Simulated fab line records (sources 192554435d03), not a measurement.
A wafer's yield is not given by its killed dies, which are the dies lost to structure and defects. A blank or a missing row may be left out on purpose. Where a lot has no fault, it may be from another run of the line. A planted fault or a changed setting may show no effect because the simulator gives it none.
What tool caused it? :: flow n5 finfet :: Sampling: 12 lots, 36 wafers, 4 of 1938 route steps

## WHAT THE GAUGES READ, wafer by wafer
N5_FIN_SAQP_INSPECT_40: inspects for defects (brightfield).
lot: L075
measured: day 2 09:13
on: defect inspect-01
raw defect count: 164 242 151

lot: L077
measured: day 2 21:01
on: defect inspect-01
raw defect count: 196 128 164

lot: L079
measured: day 3 07:48
on: defect inspect-01
raw defect count: 234 192 156

lot: L081
measured: day 3 20:31
on: defect inspect-01
raw defect count: 126 133 170

lot: L083
measured: day 4 08:38
on: defect inspect-02
raw defect count: 199 227 163

lot: L085
measured: day 4 20:20
on: defect inspect-02
raw defect count: 189 184 259

lot: L087
measured: day 5 12:38
on: defect inspect-02
raw defect count: 230 191 204

lot: L089
measured: day 5 20:04
on: defect inspect-01
raw defect count: 187 207 110

lot: L091
measured: day 6 09:00
on: defect inspect-01
raw defect count: 236 227 183

lot: L093
measured: day 6 19:43
on: defect inspect-01
raw defect count: 277 271 204

lot: L095
measured: day 7 08:45
on: defect inspect-01
raw defect count: 181 181 218

lot: L097
measured: day 7 23:17
on: defect inspect-02
raw defect count: 234 253 224

## TOOL THAT RAN EACH LOT (tool first, then ch and the chambers of the sampled wafers, then the start)
lot: L075
N5_FIN_SAQP_MANDREL_ETCH_58: rie si-04 ch 1,2,3, day 2 06:15
N5_FIN_SAQP_ETCH_34: rie diel-05 ch 0,2,3, day 2 08:46
N5_FIN_SAQP_HM_CD_35: cd sem-01, day 2 08:55

lot: L077
N5_FIN_SAQP_MANDREL_ETCH_58: rie si-03 ch 1,3, day 2 18:41
N5_FIN_SAQP_ETCH_34: rie diel-04 ch 0,2,3, day 2 20:34
N5_FIN_SAQP_HM_CD_35: cd sem-01, day 2 20:43

lot: L079
N5_FIN_SAQP_MANDREL_ETCH_58: rie si-04 ch 0,1,3, day 3 05:44
N5_FIN_SAQP_ETCH_34: rie diel-05 ch 0,3, day 3 07:20
N5_FIN_SAQP_HM_CD_35: cd sem-01, day 3 07:29

lot: L081
N5_FIN_SAQP_MANDREL_ETCH_58: rie si-06 ch 0,2, day 3 18:31
N5_FIN_SAQP_ETCH_34: rie diel-03 ch 0,3, day 3 20:03
N5_FIN_SAQP_HM_CD_35: cd sem-01, day 3 20:12

lot: L083
N5_FIN_SAQP_MANDREL_ETCH_58: rie si-06 ch 0,1, day 4 06:40
N5_FIN_SAQP_ETCH_34: rie diel-03 ch 0,1,2, day 4 08:09
N5_FIN_SAQP_HM_CD_35: cd sem-03, day 4 08:18

lot: L085
N5_FIN_SAQP_MANDREL_ETCH_58: rie si-04 ch 0,1,3, day 4 17:41
N5_FIN_SAQP_ETCH_34: rie diel-03 ch 0,1,2, day 4 19:52
N5_FIN_SAQP_HM_CD_35: cd sem-01, day 4 20:01

lot: L087
N5_FIN_SAQP_MANDREL_ETCH_58: rie si-06 ch 0,1,2, day 5 09:57
N5_FIN_SAQP_ETCH_34: rie diel-04 ch 1,3, day 5 12:10
N5_FIN_SAQP_HM_CD_35: cd sem-03, day 5 12:19

lot: L089
N5_FIN_SAQP_MANDREL_ETCH_58: rie si-04 ch 0,3, day 5 18:01
N5_FIN_SAQP_ETCH_34: rie diel-05 ch 0,2,3, day 5 19:36
N5_FIN_SAQP_HM_CD_35: cd sem-02, day 5 19:44

lot: L091
N5_FIN_SAQP_MANDREL_ETCH_58: rie si-04 ch 0,3, day 6 06:56
N5_FIN_SAQP_ETCH_34: rie diel-05 ch 2,3, day 6 08:32
N5_FIN_SAQP_HM_CD_35: cd sem-01, day 6 08:41

lot: L093
N5_FIN_SAQP_MANDREL_ETCH_58: rie si-06 ch 0,1,3, day 6 17:46
N5_FIN_SAQP_ETCH_34: rie diel-04 ch 1,2,3, day 6 19:14
N5_FIN_SAQP_HM_CD_35: cd sem-01, day 6 19:23

lot: L095
N5_FIN_SAQP_MANDREL_ETCH_58: rie si-04 ch 0,1,3, day 7 06:20
N5_FIN_SAQP_ETCH_34: rie diel-04 ch 0,2,3, day 7 08:17
N5_FIN_SAQP_HM_CD_35: cd sem-01, day 7 08:26

lot: L097
N5_FIN_SAQP_MANDREL_ETCH_58: rie si-03 ch 0,1,2, day 7 21:16
N5_FIN_SAQP_ETCH_34: rie diel-04 ch 1,2, day 7 22:49
N5_FIN_SAQP_HM_CD_35: cd sem-03, day 7 22:58
- N5_FIN_SAQP_MANDREL_ETCH_58: etches a-Si in HBr/Cl2, stops on SiNx, target depth 45 nm, bt time 10 s, time 27 s.
- N5_FIN_SAQP_ETCH_34: etches SiO2 in C4F6/O2, target depth 45 nm, time 15 s.
- N5_FIN_SAQP_HM_CD_35: target cd 8 nm.

## THE ANSWER, worked out from the rows above alone
Rule: what is usual is taken from the lots themselves. The widest of any qualifying gaps counts: lots, ordered by their means at a reading, are off when they make up no more than a third of the lots, leave a main group of 4 or more, and stand apart from it by 3 or more times the standard deviation of that group's means. The tables above print the reading to a certain number of digits; a main group whose means all agree to those digits is not used. A lot without any number at a reading at which 4 lots or more have one is off too. Where the step has rows for the other lots, those lots are counted as sound.
No lot is off on any of the readings shown, so nothing can be concluded from this.

## WHAT THE SIMULATOR PUT IN
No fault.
